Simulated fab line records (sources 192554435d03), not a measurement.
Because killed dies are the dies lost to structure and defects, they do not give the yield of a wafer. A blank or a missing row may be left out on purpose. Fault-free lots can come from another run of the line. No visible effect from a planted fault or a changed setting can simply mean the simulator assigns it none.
Split-lot trial    flow n5Finfet    route with 1938 steps; 7 lots, 21 wafers read

## THE SPLIT
At N5_BEOL_M0_SAQP_PECVD_96 (deposits a-Si from SiH4/He, target thk 45 nm, time 45.2 s), the setting timeS was moved away from the recipe's 45.2 s on 2 of the 21 wafers read, by -5.4% to +10.9%. All remaining wafers had this setting at the recipe value.

The reading comes from the split's own step.

## THE READING
a-Si_of_BEOL_M0_SAQP_PECVD_96.thkNm (the simulator's own value, which no gauge read), in nm, at N5_BEOL_M0_SAQP_PECVD_96 (deposits a-Si from SiH4/He, target thk 45 nm, time 45.2 s). There is no usual value for it anywhere in the file. Here, 19 wafers ran the recipe; their average is 44.9 nm with a standard deviation of 0.43 nm.

wafer   tool, chamber at the split  timeS as run, s  against the recipe  a-Si_of_BEOL_M0_SAQP_PECVD_96.thkNm, nm  against lot-mates on the recipe
L074.1  pecvd-02, 2                 45.2             recipe              44                                       -
L074.5  pecvd-02, 2,0               45.2             recipe              45                                       -
L074.6  pecvd-02, 2,0               45.2             recipe              45                                       -
L076.4  pecvd-02, 1                 45.2             recipe              45.2                                     -
L076.5  pecvd-02, 2                 45.2             recipe              45.6                                     -
L076.6  pecvd-02, 0                 50.12            +10.9%              50.4                                     +5.0
L081.3  pecvd-03, 1,0               45.2             recipe              44.8                                     -
L081.6  pecvd-03, 1,0               45.2             recipe              44.8                                     -
L081.5  pecvd-03, 2                 45.2             recipe              45                                       -
L086.1  pecvd-03, 1                 45.2             recipe              44.2                                     -
L086.3  pecvd-03, 0                 42.77            -5.4%               41.8                                     -2.9
L086.6  pecvd-03, 0                 45.2             recipe              45.2                                     -
L089.1  pecvd-03, 2                 45.2             recipe              44.4                                     -
L089.2  pecvd-03, 1,2               45.2             recipe              45.2                                     -
L089.4  pecvd-03, 1,2               45.2             recipe              45.2                                     -
L090.1  pecvd-03, 0,1               45.2             recipe              44.6                                     -
L090.3  pecvd-03, 0,1               45.2             recipe              44.6                                     -
L090.5  pecvd-03, 0                 45.2             recipe              45.6                                     -
L091.2  pecvd-04, 0                 45.2             recipe              44.6                                     -
L091.4  pecvd-04, 0                 45.2             recipe              45.4                                     -
L091.5  pecvd-04, 1                 45.2             recipe              45.2                                     -
Where a row lists several chambers, the file gives one row for several wafers and doesn't say which wafer went through which chamber.

FIT RESULTS
A straight line over all 21 wafers: a-Si_of_BEOL_M0_SAQP_PECVD_96.thkNm changes by +0.519 nm for each +1% of timeS; r = +0.96; the points scatter about the line by 0.44 nm.
The same after taking each lot's own level away (the mean of its wafers on the recipe; 21 wafers): +0.476 nm for each +1%; r = +0.96; scatter 0.39 nm.
Per that fit: largest timeS move, reading shift of 5.2 nm.
From 44.67 to 45.40 nm: that is the span of the lots' own levels, equal to 1.7 times the standard deviation above.
The two slopes agree, so the slope changes little with the lot-to-lot level.
Check: +5.87 nm against its lot-mates is what the line predicts for one of the wafers moved furthest among these (+10.9%) when that wafer is left out of the fit. It came out at +5 nm against them.

## THE OTHER SPLITS THESE WAFERS WENT THROUGH
Before the reading, these wafers also passed through other splits. Each is held against what the fit with the lots' levels taken away leaves over:
other split on the same wafers          wafers away from the commonest value  r with a-Si_of_BEOL_M0_SAQP_PECVD_96.thkNm (lot level and that fit taken away)
N5_MOL_CONTACT_COAG_CVD_140 targetThkA  4                                     -0.09

## FILE'S OWN FIT
a-Si_of_BEOL_M0_SAQP_PECVD_96.thkNm changes by +0.475 nm for each +1% of timeS, r = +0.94.
